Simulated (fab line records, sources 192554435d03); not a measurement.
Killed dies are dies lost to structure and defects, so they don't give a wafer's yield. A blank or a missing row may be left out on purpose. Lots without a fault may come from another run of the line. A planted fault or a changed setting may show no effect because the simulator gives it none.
A struck lot beside a sound one | flow n5_finfet | 15 steps out of a route of 1938
Sound: wafers L263.1, L263.3, L263.5. Struck: wafers L260.3, L260.4. (L260.6 of the same lot was not struck and is left out.) The cause comes at the end.
At each step with rows: each side's tool, then ch and its chambers, then its first start. Under that, the readings that differ: sound wafers | struck wafers | difference of the means | sigmas: that difference in standard deviations of wafers without a fault.
alike: readings whose means differ by less than 2 such deviations, and words and numbers that are the same on both sides. not compared: withheld readings, readings that some wafer has no value for, bounds like >300 that may hide the same value, and numbers for which the record gives no deviation and whose values overlap.
The two part at a step that has a row with sigmas, a row that says differs or no value, or rows on one side only. Numbers that don't overlap but have no deviation are shown without sigmas and don't part them. A reading that every wafer of one side lacks parts them only if that side has two wafers or more.

N5_BEOL_M2_ANNEAL_87: time 240 s.
  sound on pvd_sputter-02, day 10 20:51; struck on pvd_sputter-01, day 10 10:35
  alike: heater_power_w
then, 2 steps without rows for these wafers: N5_BEOL_M2_SPUTTER_88 (material Cu, target thk 4.5 nm, time 8.29 s); N5_BEOL_M2_ANNEAL_89 (time 240 s).
N5_BEOL_M2_SPUTTER_90: material Cu, target thk 4.5 nm, time 8.29 s.
  sound on pvd_sputter-02, day 10 21:13; struck on pvd_sputter-01, day 10 10:57
  alike: throttle_valve_pct
N5_BEOL_M2_ANNEAL_91: time 240 s.
  sound on pvd_sputter-02, day 10 21:17; struck on pvd_sputter-01, day 10 11:02
  alike: heater_power_w
then, 2 steps without rows for these wafers: N5_BEOL_M2_SPUTTER_92 (material Cu, target thk 4.5 nm, time 8.29 s); N5_BEOL_M2_ANNEAL_93 (time 240 s).
N5_BEOL_M2_SPUTTER_94: material Cu, target thk 4.5 nm, time 8.29 s.
  sound on pvd_sputter-02, day 10 21:39; struck on pvd_sputter-01, day 10 11:23
  alike: throttle_valve_pct
N5_BEOL_M2_ANNEAL_95: time 240 s.
  sound on pvd_sputter-02, day 10 21:44; struck on pvd_sputter-01, day 10 11:28
  alike: heater_power_w
then, 3 steps without rows for these wafers: N5_BEOL_M2_SPUTTER_96 (material Cu, target thk 4.5 nm, time 8.29 s); N5_BEOL_M2_ECD_50 (material Cu, target thk 300 nm); N5_BEOL_M2_ANNEAL_51 (time 90 s).
N5_BEOL_M2_CMP_52: polishes, stops on SiOC, t overpolish 6.8 s, target thk 40 nm.
  sound on cmp-01 ch 1,2,3, day 10 22:43; struck on cmp-03 ch 1,2, day 10 12:06
  reading                      | sound          | struck    | difference | sigmas
  barrier_field_endpoint_s (s) | 25.5 25.1 25.3 | 14.1 13.8 | -11.4      | -15
  time_to_endpoint_s (s)       | 61 63 60       | 33 32     | -29        | -7
  alike: head_pressure_psi, motor_current_A, overpolish_run_s
  not compared: model.SiOC_of_BEOL_M2_ILD_DEP_00.thk_nm
N5_BEOL_M4_RC_MEAS_101:
  sound on prober-02 ch 0, day 11 20:39; struck on prober-02 ch 0, day 11 18:38
  reading       | sound       | struck  | difference | sigmas
  ION_N (uA/um) | 642 649 656 | 687 691 | +40        | +2
  ION_P (uA/um) | 445 440 450 | 467 469 | +23        | +2
  alike: DIBL_N, DIBL_P, IOFF_N, IOFF_P, SS_N, SS_P, VT_N, VT_P
-- the record jumps here: 5 days lie between the struck wafers' starts before and after (it left off in module BEOL_M4 and takes up again in module PASSIVATION, whose first step shown is number 1936 of the route) --
N5_PASSIVATION_PROBE_49:
  sound on prober-02, day 16 14:52; struck on prober-02, day 16 11:51
  reading                  | sound          | struck    | difference | sigmas
  defect_limited_yield (%) | 88.8 89.8 85.4 | 91.4 91.9 | +3.7       | +2
  killed_at_M0_to_M3       | 48 47 74       | 36 28     | -24        | -2
  killed_dies              | 132 120 172    | 102 96    | -42        | -2
  killed_short             | 46 47 60       | 28 32     | -21        | -2
  sort_bin_5_function (%)  | 6.9 5.7 9.2    | 4.6 4.2   | -2.9       | -2
  sort_n_pass              | 1048 1058 1008 | 1078 1084 | +43        | +2
  sort_yield_pct (%)       | 88.8 89.7 85.4 | 91.4 91.9 | +3.7       | +2
  alike: killed_at_M4_up, killed_at_contacts, killed_at_front_end, killed_at_other, killed_open, sort_bin_6_memory, sort_bin_8_speed

WHERE THEY PART
First at N5_BEOL_M2_CMP_52; last, within this record, at N5_PASSIVATION_PROBE_49.

WHY: what the simulator had put in
Process parameter drift: cmp-03, from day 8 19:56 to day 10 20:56, at N5_BEOL_M2_CMP_52. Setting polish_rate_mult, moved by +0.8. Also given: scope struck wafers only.
